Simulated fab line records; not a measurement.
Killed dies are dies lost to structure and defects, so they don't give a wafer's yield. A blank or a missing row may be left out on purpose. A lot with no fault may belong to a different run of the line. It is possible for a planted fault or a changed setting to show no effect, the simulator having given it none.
Matching of chambers	flow n5 finfet	N5_BEOL_M10_CURE_71 on uv cure-02: 3 sister chambers
The step cures SiCOH lowk, time 240 s. 3 wafers are shown with their chamber, then 8 later ones without.

WAFERS PAIRED WITH THEIR CHAMBERS
wafer	chamber	wafer_temp_C_max
L080.6	1	385.8
L088.5	2	387.2
L089.1	0	386.4

WAFERS WITH NO CHAMBER GIVEN
wafer	wafer_temp_C_max
L089.2	386.0
L089.5	386.3
L092.1	387.3
L092.3	387.3
L092.5	386.9
L096.1	385.9
L096.2	386.0
L096.3	386.2

WHICH CHAMBER EACH WENT THROUGH
wafer	from the rows above	in truth
L089.2	can't be placed: 1 or 0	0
L089.5	0	0
L092.1	2	2
L092.3	2	2
L092.5	can't be placed: 2 or 0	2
L096.1	1	1
L096.2	can't be placed: 1 or 0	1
L096.3	can't be placed: 0 or 1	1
Placed correctly: 4 of 8. From these rows, 4 cannot be placed; in 4 the true chamber is one of the candidates. Placed wrongly: 0.
How it was worked out, from the rows above alone: a wafer's distance from a chamber is the root of the sum, over the readings, of the square of ((its reading less the chamber's mean) divided by the reading's scatter). The wafer belongs to the nearest chamber; if the next one is less than 2 further off, it can't be placed. Each chamber's mean is taken over the wafers shown for it. The scatter: root of mean squared gap, hidden wafer to nearest shown wafer, with one shown wafer a chamber.
